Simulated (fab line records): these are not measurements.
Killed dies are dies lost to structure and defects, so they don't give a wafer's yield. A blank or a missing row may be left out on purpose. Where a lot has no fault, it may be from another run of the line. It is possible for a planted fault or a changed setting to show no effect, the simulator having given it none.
Chamber matching    flow n5-finfet    N5_BEOL_M2_ILD_DEP_00 on pecvd-03: 3 sister chambers
The step deposits SiOC from DEMS/O2, target thk 79 nm, time 15.3 s. 3 wafers are shown with their chamber, then 7 later ones without.

## WAFERS, EACH WITH ITS CHAMBER
wafer   chamber  throttle-valve-pct (%)
L594.5  0        11.5
L594.6  1        11.9
L596.4  2        10.9

## WAFERS WITH NO CHAMBER GIVEN
wafer   throttle-valve-pct (%)
L596.6  11.8
L600.1  12.2
L600.3  12.2
L600.6  11.0
L599.1  12.1
L599.4  12.0
L599.5  11.6

## WHICH CHAMBER EACH ONE RAN IN
wafer    from the rows above       in truth
L596.6   can't be placed: 1 or 0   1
L600.1   1                         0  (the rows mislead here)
L600.3   1                         1
L600.6   2                         2
L599.1   1                         1
L599.4   1                         1
L599.5   can't be placed: 0 or 1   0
Placed correctly: 4 of 7. Not placeable from these rows: 2 (in 2, the candidates include the true chamber). Number placed wrongly: 1.
How it was worked out, from the rows above alone: a wafer's distance from a chamber is the root of the sum, over the readings, of the square of ((its reading less the chamber's mean) divided by the reading's scatter). If the next closest chamber is less than 2 further off than the closest, the wafer can't be placed; otherwise it belongs to the closest. A chamber's mean is the mean of its shown wafers. The scatter (one wafer shown for each chamber): square how far every hidden wafer sits from the nearest shown wafer, average those squares and take the square root.
